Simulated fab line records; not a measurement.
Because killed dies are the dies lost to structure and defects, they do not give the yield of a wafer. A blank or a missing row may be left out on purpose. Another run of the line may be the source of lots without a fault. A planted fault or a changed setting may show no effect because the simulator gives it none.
fab line records + flow n5-finfet
[record]
- lots = 4
- wafers = 12
- last-day = 17
route steps=1938 shown MOL_CONTACT_COAG@529 PASSIVATION@1936
lots with no fault: from the same line, run without faults
start-h: the number of hours between the record's first day and the start of the first shown wafer of the lot + wait-h: how many hours have passed since the lot's step before this one + " unchanged from the row above + L1.1+2: a single row standing in for several wafers + - either no value or no given start + * or withheld: withheld + < > ~ a bound
route shown NAME@n: names a module that has steps shown in the file, with the first one's number in the route + usual: average and standard deviation across the fault-free wafers + same: alike in all rows + chamber/n: place in a boat + sites: each site's reading + _std_site: the values' standard deviation + _edge_site: mean of outer sites minus mean of inner sites + radius-mm: how far each site lies from the wafer's centre + mask NAME#n: copy n + behind: the tool/chamber that last shaped the wafer + hold: why the lot went on hold/how many hours it stayed there/how the hold came to an end + device: which transistor (n, p or np) failed to switch + end of line: the route-end tests of the same wafers + where a step has no rows: the recipe by itself + killed: dies that structure and defects cost at the first sort, which is not the same as the wafer's yield + map: per-die view of a wafer (x killed, . not killed, _ where there is no die)
set.NAME: the setting that was run; set.NAME@STEP: the one run at that earlier step + model.NAME: the simulator's own value behind a step, which no gauge read
lots at selected steps of the route; one table per step, one row per wafer
services: a tool's chamber out of use, with start hour (start-h, from the record's first day; less than 0 if before it), hours out, and reason
[[steps]]
[step N5_MOL_CONTACT_COAG_DESCUM_13]
[recipe]
- chemistry = O2
- time-s = 7
- source-power-w = 50
- bias-power-w = 20
- pressure-mtorr = 20
- rf-frequency-hz = 2.712e+07
- temp-c = 40
- resist = CAR-EUV
- o2-flow-sccm = 225
[step N5_MOL_CONTACT_COAG_ETCH_59]
[recipe]
- chemistry = N2/H2
- target = underlayer
- target-depth-a = 130
- mask-material = CAR-EUV
- time-s = 10.4
- ion-energy-ev = 200
- pressure-mtorr = 30
- source-w = 840
- bias-w = 150
- n2-flow-sccm = 200
- h2-flow-sccm = 200
- ends = cleared
[step N5_MOL_CONTACT_COAG_ETCH_105]
[recipe]
- chemistry = CF4
- target = SiARC
- target-depth-a = 156
- mask-material = CAR-EUV
- time-s = 26
- ion-energy-ev = 80
- pressure-mtorr = 40
- source-w = 545
- bias-w = 36
- Ar_flow_sccm = 100
- cf4-flow-sccm = 100
- ends = cleared
[step N5_MOL_CONTACT_COAG_ETCH_106]
[recipe]
- chemistry = N2/H2
- target = SOC
- target-depth-a = 800
- overetch-a = 160
- mask-material = SiARC
- temp-c = 40
- time-s = 120
- ion-energy-ev = 200
- pressure-mtorr = 30
- source-w = 840
- bias-w = 150
- n2-flow-sccm = 200
- h2-flow-sccm = 200
[step N5_MOL_CONTACT_COAG_STRIP_107]
[recipe]
- chemistry = N2/H2
- temp-c = 40
- n2-flow-sccm = 200
- h2-flow-sccm = 200
- rf-frequency-hz = 6e+07
[step N5_MOL_CONTACT_COAG_STRIP_108]
[recipe]
- chemistry = N2/H2
- temp-c = 40
- n2-flow-sccm = 200
- h2-flow-sccm = 200
- rf-frequency-hz = 6e+07
[step N5_MOL_CONTACT_COAG_CONTACT_ETCH_14]
[recipe]
- chemistry = C4F6/O2
- target = SiO2
- target-depth-a = 275
- overetch-a = 85
- mask-material = SOC
- pressure-mtorr = 30
- source-w = 370
- bias-w = 185
- Ar_flow_sccm = 300
- C4F6_flow_sccm = 16
- O2_flow_sccm = 10
- time-s = 20
- ion-energy-ev = 259.6
[step N5_MOL_CONTACT_COAG_STRIP_109]
[recipe]
- chemistry = C4F6/O2
- resist = SiARC
- rf-frequency-hz = 6e+07
[step N5_MOL_CONTACT_COAG_ETCH_15]
[recipe]
- chemistry = CH3F/O2
- target = SiNx
- target-depth-a = 70
- mask-material = SOC
- stop-on = Si:P
- over-etch-frac = 0.75
- ion-energy-ev = 120
- pressure-mtorr = 30
- source-w = 395
- bias-w = 73
- Ar_flow_sccm = 150
- CH3F_flow_sccm = 30
- O2_flow_sccm = 20
[step N5_MOL_CONTACT_COAG_ETCH_110]
[recipe]
- chemistry = CF4/O2
- target = Si
- target-depth-a = 25
- time-s = 8
- pressure-mtorr = 100
- source-w = 200
- bias-w = 12
- ion-energy-ev = 60
- Ar_flow_sccm = 100
- cf4-flow-sccm = 100
- O2_flow_sccm = 10
[step N5_MOL_CONTACT_COAG_STRIP_98]
[recipe]
- chemistry = N2/H2
- power-w = 500
- temp-c = 40
- pressure-mtorr = 50
- rf-frequency-hz = 6e+07
- overash-fraction = 0.3
- bias-power-w = 8
- h2-frac = 0.5
- n2-flow-sccm = 300
- h2-flow-sccm = 300
[usual]
- drypump-motor-current-A = 5.3/0.47
- n2-flow-sccm = 299.9/0.78
- oes-product-au = 0.75/0.096
- rf-vpp-V = 54.0/1.5
- showerhead-plenum-p-Torr = 3.33/0.11
- throttle-valve-pct = 18.9/0.32
| lot.wafer | tool        | chamber | start-h | wait-h | drypump-motor-current-A | n2-flow-sccm | oes-product-au | rf-hours-counter-h | rf-vpp-V | showerhead-plenum-p-Torr | throttle-valve-pct |
|-----------|-------------|---------|---------|--------|-------------------------|--------------|----------------|--------------------|----------|--------------------------|--------------------|
| L546.3    | rie-diel-01 | 3       | 112.78  | 0.0    | 4.9                     | 300.1        | 0.69           | 225                | 52.4     | 3.33                     | 18.7               |
| L546.4    | "           | 1       | "       | "      | 4.7                     | 299.3        | 0.75           | -                  | 55.2     | 3.47                     | 18.9               |
| L546.5    | "           | 3       | "       | "      | 4.8                     | 299.6        | 0.70           | -                  | 54.9     | 3.33                     | 18.7               |
| L558.1    | rie-diel-01 | 0       | 182.80  | 0.0    | 4.9                     | 301.2        | 0.93           | 10                 | 53.5     | 3.27                     | 18.5               |
| L558.3    | "           | 1       | "       | "      | 4.7                     | 300.0        | 0.73           | 198                | 55.5     | 3.46                     | 18.9               |
| L558.4    | "           | 2       | "       | "      | 6.3                     | 300.9        | 0.68           | 243                | 55.2     | 3.32                     | 19.1               |
| L559.1    | rie-diel-01 | 1       | 190.10  | 0.0    | 4.8                     | 299.8        | 0.72           | 200                | 53.6     | 3.46                     | 18.9               |
| L559.2    | "           | 3       | "       | "      | 4.8                     | 300.2        | 0.68           | 248                | 53.7     | 3.32                     | 18.7               |
| L559.3    | "           | 2       | "       | "      | 6.3                     | 299.3        | 0.68           | 244                | 54.4     | 3.32                     | 19.1               |
| L565.3    | rie-diel-04 | 3       | 229.20  | 0.0    | 4.9                     | 299.5        | 0.68           | 222                | 55.9     | 3.43                     | 19.1               |
| L565.4    | "           | 2       | "       | "      | 5.3                     | 301.4        | 0.69           | 214                | 54.8     | 3.22                     | 18.9               |
| L565.5    | "           | 2       | "       | "      | 5.3                     | 301.0        | 0.68           | -                  | 50.6     | 3.22                     | 18.9               |
[step N5_MOL_CONTACT_COAG_IMPLANT_129]
[recipe]
- species = Ge
- energy-kev = 3
- dose-cm2 = 6e+14
- tilt-deg = 0
- rotation-deg = 0
[step N5_MOL_CONTACT_COAG_PRECLEAN_111]
[recipe]
- chemistry = NF3:NH3
- afs-cycles = 1
- temp-c = 30
- time-s = 20
- sublimation-temp-c = 180
- sublimation-time-s = 60
- pressure-torr = 3
- rf-power-w = 30
[step N5_MOL_CONTACT_COAG_TI_SIL_19]
[recipe]
- material = Ti
- target-thk-a = 42
- temp-c = 200
- chamber-pressure-pa = 5
- power-w = 5000
- time-s = 15
[step N5_MOL_CONTACT_COAG_ALD_20]
[recipe]
- material = TiN
- target-thk-a = 15
- temp-c = 400
- ald-precursor-family = TiCl4
- ald-co-reactant = NH3
- pulse-time-s = 1
- purge-time-s = 3
- co-reactant-purge-time-s = 2
- co-reactant-pulse-time-s = 2
- ald-cycles = 68
- pressure-torr = 3
[step N5_MOL_CONTACT_COAG_SIL_ANNEAL_21]
[recipe]
- temp-c = 550
- time-s = 60
- ambient = N2
[step N5_MOL_CONTACT_COAG_PRE_CLEAN_141]
[recipe]
- gas = H2/He
- time-s = 60
- temp-c = 300
[step N5_MOL_CONTACT_COAG_SPUTTER_143]
[recipe]
- material = Co
- target-thk-a = 25
- temp-c = 25
- chamber-pressure-pa = 0.2
[step N5_MOL_CONTACT_COAG_CO_FILL_22]
[recipe]
- material = Co
- target-thk-a = 200
- temp-c = 200
- precursor = CCTBA/H2
- pressure-torr = 30
[step N5_MOL_CONTACT_COAG_ANNEAL_113]
[recipe]
- temp-c = 400
- time-s = 300
- ambient = H2/N2
[step N5_MOL_CONTACT_COAG_PRE_CLEAN_142]
[recipe]
- gas = H2/He
- time-s = 60
- temp-c = 300
[step N5_MOL_CONTACT_COAG_SPUTTER_130]
[recipe]
- material = Co
- target-thk-a = 475
- temp-c = 25
- chamber-pressure-pa = 0.5
- power-w = 3000
[step N5_MOL_CONTACT_COAG_PRECLEAN_125]
[recipe]
- chemistry = DIW
- time-s = 57.5
- temp-c = 23
[step N5_MOL_CONTACT_COAG_SRD_126]
[recipe]
- dry-time-s = 32
- dry = n2-spin
- spin-rpm = 1500
[step N5_MOL_CONTACT_COAG_CMP_23]
[recipe]
- stop-on = SiO2
- t-overpolish-s = 1.5
- post-cmp-clean = cu-alkaline
- down-force-psi = 2
- platen-rpm = 50.289
- pad-velocity-m-s = 1.0006
- target-thk-nm = 0
[step N5_MOL_CONTACT_COAG_WET_ETCH_26]
[recipe]
- target = Co
- target-depth-nm = 13
[step N5_MOL_CONTACT_COAG_WET_ETCH_116]
[recipe]
- chemistry = SC1-inhibited
- target-depth-nm = 4.6
- dry = ipa-marangoni
- rinse-time-s = 30
- rinse-temp-c = 23
[step N5_MOL_CONTACT_COAG_ALD_27]
[recipe]
- material = SiOC
- target-thk-a = 170
- temp-c = 400
- ald-precursor-family = carbosiloxane
- ald-co-reactant = H2-plasma
- pulse-time-s = 1.5
- time-s = 2720
- purge-time-s = 2
- co-reactant-purge-time-s = 2
- ald-cycles = 340
- pressure-torr = 2
[step N5_MOL_CONTACT_COAG_CMP_28]
[recipe]
- stop-on = SiNx
- t-overpolish-s = 0.85
- post-cmp-clean = alkaline-brush
- down-force-psi = 4.15
- platen-rpm = 51.8
- pad-velocity-m-s = 1.0307
- target-thk-nm = 14.522
[step N5_MOL_CONTACT_COAG_ALD_123]
[recipe]
- material = SiNx
- target-thk-a = 50
- temp-c = 400
- ald-precursor-family = SiH2I2
- ald-co-reactant = N2/H2-plasma
- pulse-time-s = 1
- purge-time-s = 2
- co-reactant-purge-time-s = 2
- ald-cycles = 100
- pressure-torr = 2
[step N5_MOL_CONTACT_COAG_PECVD_31]
[recipe]
- material = SiO2
- target-thk-a = 460
- temp-c = 400
- precursor = TEOS/O2
- pressure-torr = 6.5
- rf-w = withheld
- teos-flow-sccm = withheld
- gas = O2
- flow-sccm = 2650
- time-s = 8.9
[step N5_MOL_CONTACT_COAG_COAT_75]
[recipe]
- resist = SOC
- temp-c = 250
- time-s = 60
- spin-rpm = 1500
- resist-thk-nm = 60
[step N5_MOL_CONTACT_COAG_COAT_76]
[recipe]
- resist = SiARC
- temp-c = 220
- time-s = 60
- spin-rpm = 1500
- resist-thk-nm = 10
[step N5_MOL_CONTACT_COAG_COAT_77]
[recipe]
- resist = underlayer
- temp-c = 205
- time-s = 60
- spin-rpm = 1500
- resist-thk-nm = 10
[step N5_MOL_CONTACT_COAG_COAT_78]
[recipe]
- resist = CAR-EUV
- spin-rpm = 1500
- resist-thk-nm = 40
[step N5_MOL_CONTACT_COAG_EBR_80]
[recipe]
- solvent = PGMEA
- ebr-width-mm = 1.5
[step N5_PASSIVATION_PROBE_49]
[usual]
- killed_at_M0_to_M3 = 35/11
- killed_at_M4_up = 13/5.7
- killed-at-contacts = 12/5.7
- killed-at-front-end = 40/11
- killed-at-other = 4/4.4
- killed-dies = 105/18
- killed-open = 68/14
- killed-short = 34/7.4
[same]
- gross-dies = 1180
- killed-at-back-side = 0
| lot.wafer | tool      | chamber | start-h | wait-h | killed_at_M0_to_M3 | killed_at_M4_up | killed-at-contacts | killed-at-front-end | killed-at-other | killed-dies | killed-open | killed-short |
|-----------|-----------|---------|---------|--------|--------------------|-----------------|--------------------|---------------------|-----------------|-------------|-------------|--------------|
| L559.1    | prober-02 | -       | 363.64  | 0.5    | 36                 | 7               | 103                | 27                  | 7               | 180         | 64          | 21           |
| L559.2    | prober-02 | -       | 363.69  | 0.5    | 41                 | 4               | 105                | 35                  | 49              | 234         | 63          | 29           |
| L559.3    | prober-02 | -       | 363.74  | 0.6    | 26                 | 14              | 59                 | 28                  | 132             | 259         | 51          | 26           |
| L558.1    | prober-02 | -       | 367.59  | 0.0    | 33                 | 9               | 52                 | 37                  | 2               | 133         | 59          | 29           |
| L558.3    | prober-02 | -       | 367.69  | 0.1    | 34                 | 12              | 109                | 31                  | 2               | 188         | 66          | 28           |
| L558.4    | prober-02 | -       | 367.74  | 0.2    | 36                 | 21              | 82                 | 28                  | 3               | 170         | 77          | 36           |
// killed by level:class
L559.1 MOL_CONTACT_COAG:unspecified=94 MOL_CONTACT_COAG:geometric-particle:open=8 BEOL_M0_SAQP:geometric-particle:open=8 BEOL_M1:geometric-particle:open=7 FIN_SAQP:geometric-particle:short=6 BEOL_M2:geometric-particle:open=6 FIN_SAQP:geometric-particle:open=5 BEOL_M0_SAQP:geometric-particle:short=5
L559.2 MOL_CONTACT_COAG:unspecified=98 PASSIVATION:area-etch=40 BEOL_M1:geometric-particle:open=11 STI_FIN_REVEAL:geometric-particle:open=8 BEOL_M3:geometric-particle:open=7 DUMMY_GATE:geometric-particle:open=6 PASS1_CAP:geometric-particle:open=6 BEOL_M2:geometric-particle:open=6
L559.3 PASSIVATION:area-etch=125 MOL_CONTACT_COAG:unspecified=55 BEOL_M0_SAQP:geometric-particle:open=8 BEOL_M2:geometric-particle:open=7 FIN_SAQP:geometric-particle:short=5 STI_FIN_REVEAL:geometric-particle:open=4 GATE_CUT:geometric-particle:short=4 MOL_CONTACT_COAG:geometric-particle:open=4
L558.1 MOL_CONTACT_COAG:unspecified=45 FIN_SAQP:geometric-particle:open=8 STI_FIN_REVEAL:geometric-particle:open=8 MOL_CONTACT_COAG:geometric-particle:open=7 BEOL_M1:geometric-particle:open=7 BEOL_M4:geometric-particle:open=6 BEOL_M0_SAQP:geometric-particle:short=6 BEOL_M0_SAQP:geometric-particle:open=6
L558.3 MOL_CONTACT_COAG:unspecified=93 BEOL_M1:geometric-particle:open=16 MOL_CONTACT_COAG:geometric-particle:open=12 DUMMY_GATE:geometric-particle:open=9 FIN_SAQP:geometric-particle:short=6 BEOL_M4:geometric-particle:open=6 FIN_SAQP:geometric-particle:open=4 STI_FIN_REVEAL:geometric-particle:open=4
L558.4 MOL_CONTACT_COAG:unspecified=56 MOL_CONTACT_COAG:geometric-particle:open=21 BEOL_M4:geometric-particle:open=13 BEOL_M0_SAQP:geometric-particle:short=7 BEOL_M0_SAQP:geometric-particle:open=6 BEOL_M2:geometric-particle:open=6 FIN_SAQP:geometric-particle:open=5 MOL_CONTACT_COAG:geometric-particle:short=5
// map L558.3 (x killed, . not)
_________________............________________
______________................xx_____________
___________.x....x.....x...........__________
__________xxx...........x.x.....x..._________
________..x..xxx...x.x..........x.xx.._______
_______.x.xxxxxx...................x...______
______x.xxxxxxxxxxx.................x..._____
_____.x.xxxxxxxxxx..x...xx...............____
____....xxxxxxxxxx.x........x.............___
___..xxxxxxxxxxxxxx..................x.....__
___...x.xxxxxxxxxx....x....x..........x....__
__......xxxx.xxxx..................x....x..._
__........xxxx.xxx.............xxx.........._
_.......xx.xx.......x....x..............xx...
_.....x....xx.x..........x........x..........
_........xx................x....x........x...
_..........................x..........x.....x
_xx......................x..................x
_...........x...x............................
_........................x...................
_.....xx.........x...........................
__.....x.......................x........x.x._
__..x...............x....x.....x.....x......_
___......x....x.................x.....x..x.__
___.............................x........x.__
____............xx.....xx.....x...........___
_____x.....................x.............____
______..................xx..x..........._____
_______..............x...............x.______
________.......x....x........x..x..x.._______
__________xx.........xxx.x.........._________
___________........................__________
______________.............x...._____________
_________________............________________
// map L559.3 (x killed, . not)
_________________............________________
______________.................._____________
___________........................__________
__________..........x...x.x........._________
________..................x........x.._______
_______.....x.x...x....................______
______.....xx.......x.......x........x.._____
_____............x.......................____
____.............x....x...................___
___......x............x...x.x.xx...........__
___..................xx.xx.................__
__..................xxxxxxxxx.........xx...x_
__.......x..x.........xxxxxxxx..x..x........_
_..x.............x.x.xx.x.xxxxx..............
_x......x.......x....xx.xxx.x..x.x.x...xx....
_..x...................x.x..xxx.....x..xx...x
_.......................xxx..xxxxx.xx.xx.....
_......x.............x....xx....xx.x..xx...x.
_.x............x........x....x..xx..xxxxx....
_............x.......x..........xx.xx.xxx...x
_.........................x.x....xx..xxx.....
__.........x.........xxx..x.....x.xx..x....._
__..xx........x.........x.x.x......x.xx....._
___.............x..xxxx...x...x.....x.x...x__
___........x..x....x.xx...x.x...x..x...x...__
____.........x....xxxx...x....xx...xxx....___
_____.x....x.........x.xx...xx..xxx......____
______.x...x.......x..x.....xx.xxx.xxx.x_____
_______.....x..xx..x..x.xx..xxxxxxxxxx.______
________............xx.x...xxxxxxxxxxx_______
__________...............x.xxxxxxxxx_________
___________.x..............x..xxxxx__________
______________...............xxx_____________
_________________.....x......________________
[[services]]
| tool        | chamber | start-h | hours | kind                          |
|-------------|---------|---------|-------|-------------------------------|
| rie-diel-01 | -       | 102.19  | 4.3   | pm                            |
| rie-diel-01 | 2       | 107.31  | 5.2   | repair                        |
| rie-diel-01 | -       | 114.81  | 14.6  | pm                            |
| rie-diel-01 | 0       | 141.86  | -     | clean                         |
| rie-diel-01 | 0       | 141.86  | -     | consumable-replace:focus-ring |
| rie-diel-01 | 0       | 141.86  | 13.6  | scheduled-down                |
| rie-diel-01 | 0       | 141.86  | 13.6  | vent-cycle                    |
| rie-diel-04 | 1       | 152.74  | 6.5   | repair                        |
| rie-diel-04 | 1       | 165.36  | -     | clean                         |
| rie-diel-04 | 1       | 165.36  | -     | consumable-replace:focus-ring |
| rie-diel-04 | 1       | 165.36  | -     | consumable-replace:showerhead |
| rie-diel-04 | 1       | 165.36  | 12.3  | scheduled-down                |
| rie-diel-04 | 1       | 165.36  | 12.3  | vent-cycle                    |
| rie-diel-04 | 0       | 177.71  | -     | clean                         |
| rie-diel-04 | 0       | 177.71  | -     | consumable-replace:focus-ring |
| rie-diel-04 | 0       | 177.71  | 25.2  | scheduled-down                |
| rie-diel-01 | 3       | 197.18  | -     | clean                         |
| rie-diel-01 | 3       | 197.18  | -     | consumable-replace:focus-ring |
| rie-diel-01 | 3       | 197.18  | 15.6  | scheduled-down                |
| rie-diel-01 | 3       | 197.18  | 15.6  | vent-cycle                    |
| rie-diel-01 | 2       | 212.78  | -     | clean                         |
| rie-diel-01 | 2       | 212.78  | -     | consumable-replace:focus-ring |
| rie-diel-01 | 2       | 212.78  | 15.4  | scheduled-down                |
| rie-diel-01 | 2       | 212.78  | 15.4  | vent-cycle                    |
[[key]]
[first-sign]
- step = N5_PASSIVATION_PROBE_49
- reading = killed-at-contacts
- direction = up
- sigmas = 13
- usual = 12
- struck = 85
[effect]
- step = N5_PASSIVATION_PROBE_49
- reading = killed-dies
- direction = up
- sigmas = 5.1
- usual = 105
- struck = 194
[more-kills-born-at]
- N5_MOL_CONTACT_COAG_STRIP_98@rie-diel-01 = 441
met-at N5_MOL_CONTACT_COAG_STRIP_98
struck-wafers L558.1,L558.3,L558.4,L559.1,L559.2,L559.3
tester-left-out L558,L559
[baseline-loss]
- step = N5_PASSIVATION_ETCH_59
- wafers = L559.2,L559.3
onset-between 112.78 182.80
[fault]
- kind = chamber-particle-source
- tool = rie-diel-01
- chamber = -
- onset-h = 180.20
- steps = N5_MOL_CONTACT_COAG_STRIP_98
- rate-per-visit-cm2 = 0.39816
- end-h = 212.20
// tester-left-out: of these lots the tester's yield and bins aren't shown, on N5 and GAA mostly nor the transistor test; their killed dies are dies lost to structure and defects alone, not to doping, threshold or leakage, so they don't give the yield
// baseline-loss: these wafers lose ten dies or more at that step, a loss of the line's own and not of a fault; the sort's usual values leave them out
